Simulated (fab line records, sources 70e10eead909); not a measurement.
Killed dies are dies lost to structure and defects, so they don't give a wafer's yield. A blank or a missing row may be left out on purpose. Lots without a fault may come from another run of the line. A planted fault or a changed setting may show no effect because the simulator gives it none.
A struck lot beside a sound one | flow nand_harc | 14 steps out of a route of 1302
Sound: wafers L333.3, L333.4, L333.6. Struck: wafer L340.5. (L340.1, L340.3 of the same lot were not struck and are left out.) The cause comes at the end.
At each step with rows: each side's tool, then ch and its chambers, then its first start. Under that, the readings that differ: sound wafers | struck wafers | difference of the means | sigmas: that difference in standard deviations of wafers without a fault.
alike: readings whose means differ by less than 2 such deviations, and words and numbers that are the same on both sides. not compared: withheld readings, readings that some wafer has no value for, bounds like >300 that may hide the same value, and numbers for which the record gives no deviation and whose values overlap.
The two part at a step that has a row with sigmas, a row that says differs or no value, or rows on one side only. Numbers that don't overlap but have no deviation are shown without sigmas and don't part them. A reading that every wafer of one side lacks parts them only if that side has two wafers or more.

first, 2 steps without rows for these wafers: NHARC_A_ONON_D1_ANNEAL_15 (time 3600 s); NHARC_A_ONON_D1_DEP_16 (target thk 1000 nm).
NHARC_A_ONON_D1_THK_MEAS_18: measures by ellipsometry.
  sound on film_metro-01, day 8 12:15; struck on film_metro-02, day 11 13:11
  reading     | sound          | struck | difference | sigmas
  thk_nm (nm) | 1004 1007 1003 | 979    | -26        | -2
then, 1 step without rows for these wafers: NHARC_A_ONON_D1_DEP_19 (target thk 1000 nm).
NHARC_A_ONON_D1_THK_MEAS_21: measures by ellipsometry.
  sound on film_metro-01, day 8 12:49; struck on film_metro-02, day 11 13:46
  alike: thk_nm
then, 1 step without rows for these wafers: NHARC_A_ONON_D1_DEP_22 (target thk 1000 nm).
NHARC_A_ONON_D1_THK_MEAS_24: measures by ellipsometry.
  sound on film_metro-01, day 8 13:22; struck on film_metro-01, day 11 14:20
  alike: thk_nm
then, 1 step without rows for these wafers: NHARC_A_ONON_D1_DEP_25 (target thk 1000 nm).
NHARC_A_ONON_D1_THK_MEAS_27: measures by ellipsometry.
  sound on film_metro-01, day 8 13:56; struck on film_metro-01, day 11 14:54
  alike: thk_nm
then, 1 step without rows for these wafers: NHARC_A_ONON_D1_DEP_28 (target thk 1000 nm).
NHARC_A_ONON_D1_THK_MEAS_30: measures by ellipsometry.
  sound on film_metro-02, day 8 14:31; struck on film_metro-01, day 11 15:28
  alike: thk_nm
NHARC_A_ONON_D1_DEP_33: deposits SiO2, target thk 200 nm.
  sound on pecvd-01 ch 1,2, day 8 14:34; struck on pecvd-01 ch 2, day 11 15:34
  reading                   | sound             | struck | difference | sigmas
  mfc_precursor_sccm (sccm) | 161.8 161.8 161.8 | 135.2  | -26.6      | -53
  alike: heater_power_w, throttle_valve_pct
NHARC_A_ONON_D1_THK_MEAS_34: measures by ellipsometry.
  sound on film_metro-02, day 8 14:59; struck on film_metro-01, day 11 16:07
  reading     | sound       | struck | difference | sigmas
  thk_nm (nm) | 196 200 203 | 168    | -32        | -10
  not compared: hold
-- the record jumps here: 16 days lie between the struck wafers' starts before and after (it left off in module A_ONON_D1 and takes up again in module END, whose first step shown is number 1302 of the route) --
NHARC_END_SORT_01:
  the record has rows for the struck wafers here (prober-02 ch 0, day 27 22:46) and none for the sound ones

WHERE THEY PART
First at NHARC_A_ONON_D1_THK_MEAS_18; last, within this record, at NHARC_END_SORT_01.

WHY: what the simulator had put in
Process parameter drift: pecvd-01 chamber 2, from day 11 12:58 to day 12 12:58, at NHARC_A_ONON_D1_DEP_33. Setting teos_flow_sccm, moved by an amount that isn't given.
